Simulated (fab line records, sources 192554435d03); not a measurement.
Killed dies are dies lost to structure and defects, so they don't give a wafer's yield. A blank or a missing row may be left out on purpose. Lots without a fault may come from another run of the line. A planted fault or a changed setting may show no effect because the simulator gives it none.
Chamber matching | flow n5_finfet | N5_GATE_CUT_STRIP_59 on rie_diel-04: 4 sister chambers
The step strips in N2/H2, time 20 s. 18 wafers are shown with their chamber, then 9 later ones without.

WAFERS WITH THEIR CHAMBER
wafer  | chamber | showerhead_plenum_p_Torr (Torr) | drypump_motor_current_A (A) | throttle_valve_pct (%)
L074.1 | 1       | 3.52                            | 6.1                         | 12.24
L074.2 | 3       | 3.51                            | 5.9                         | 12.07
L074.3 | 0       | 3.20                            | 6.3                         | 12.46
L076.1 | 0       | 3.20                            | 6.4                         | 12.47
L076.2 | 2       | 3.38                            | 5.4                         | 12.17
L076.3 | 3       | 3.50                            | 5.9                         | 12.06
L076.4 | 1       | 3.52                            | 6.0                         | 12.23
L076.5 | 2       | 3.38                            | 5.4                         | 12.17
L076.6 | 1       | 3.52                            | 6.0                         | 12.24
L081.1 | 1       | 3.51                            | 6.0                         | 12.24
L081.3 | 3       | 3.50                            | 6.0                         | 12.08
L081.5 | 2       | 3.38                            | 5.4                         | 12.18
L084.1 | 3       | 3.49                            | 6.0                         | 12.12
L084.5 | 0       | 3.20                            | 6.3                         | 12.50
L084.6 | 1       | 3.51                            | 6.0                         | 12.27
L086.1 | 1       | 3.51                            | 6.0                         | 12.31
L086.3 | 2       | 3.37                            | 5.5                         | 12.22
L086.4 | 0       | 3.19                            | 6.3                         | 12.50

SIGNATURES (means of the wafers above)
reading                  | chamber 0 | chamber 1 | chamber 2 | chamber 3 | scatter within a chamber
showerhead_plenum_p_Torr | 3.1975    | 3.5150    | 3.3775    | 3.5000    | 0.00598
drypump_motor_current_A  | 6.325     | 6.017     | 5.425     | 5.950     | 0.0488
throttle_valve_pct       | 12.4825   | 12.2550   | 12.1850   | 12.0825   | 0.0262
Rule: a wafer's distance from a chamber is the root of the sum, over the readings, of the square of ((its reading less the chamber's mean) divided by the reading's scatter). The wafer belongs to the nearest chamber; if the next one is less than 2 further off, it can't be placed. The scatter: the root of (the sum of the squares of (reading less its chamber's mean) over the shown wafers, divided by (wafers less chambers)).

WAFERS WITHOUT THEIR CHAMBER
wafer  | showerhead_plenum_p_Torr (Torr) | drypump_motor_current_A (A) | throttle_valve_pct (%)
L088.2 | 3.19                            | 6.4                         | 12.50
L088.3 | 3.37                            | 5.4                         | 12.23
L088.5 | 3.50                            | 6.1                         | 12.31
L092.1 | 3.50                            | 6.0                         | 12.31
L092.2 | 3.49                            | 6.0                         | 12.13
L092.3 | 3.19                            | 6.4                         | 12.51
L092.4 | 3.37                            | 5.5                         | 12.23
L092.5 | 3.50                            | 6.0                         | 12.30
L092.6 | 3.19                            | 6.3                         | 12.49

WHICH CHAMBER EACH WENT THROUGH
wafer  | from the rows above | in truth
L088.2 | 0                   | 0
L088.3 | 2                   | 2
L088.5 | 1                   | 1
L092.1 | 1                   | 1
L092.2 | 3                   | 3
L092.3 | 0                   | 0
L092.4 | 2                   | 2
L092.5 | 1                   | 1
L092.6 | 0                   | 0
Placed correctly: 9 of 9. Can't be placed from these rows: 0. Placed wrongly: 0.
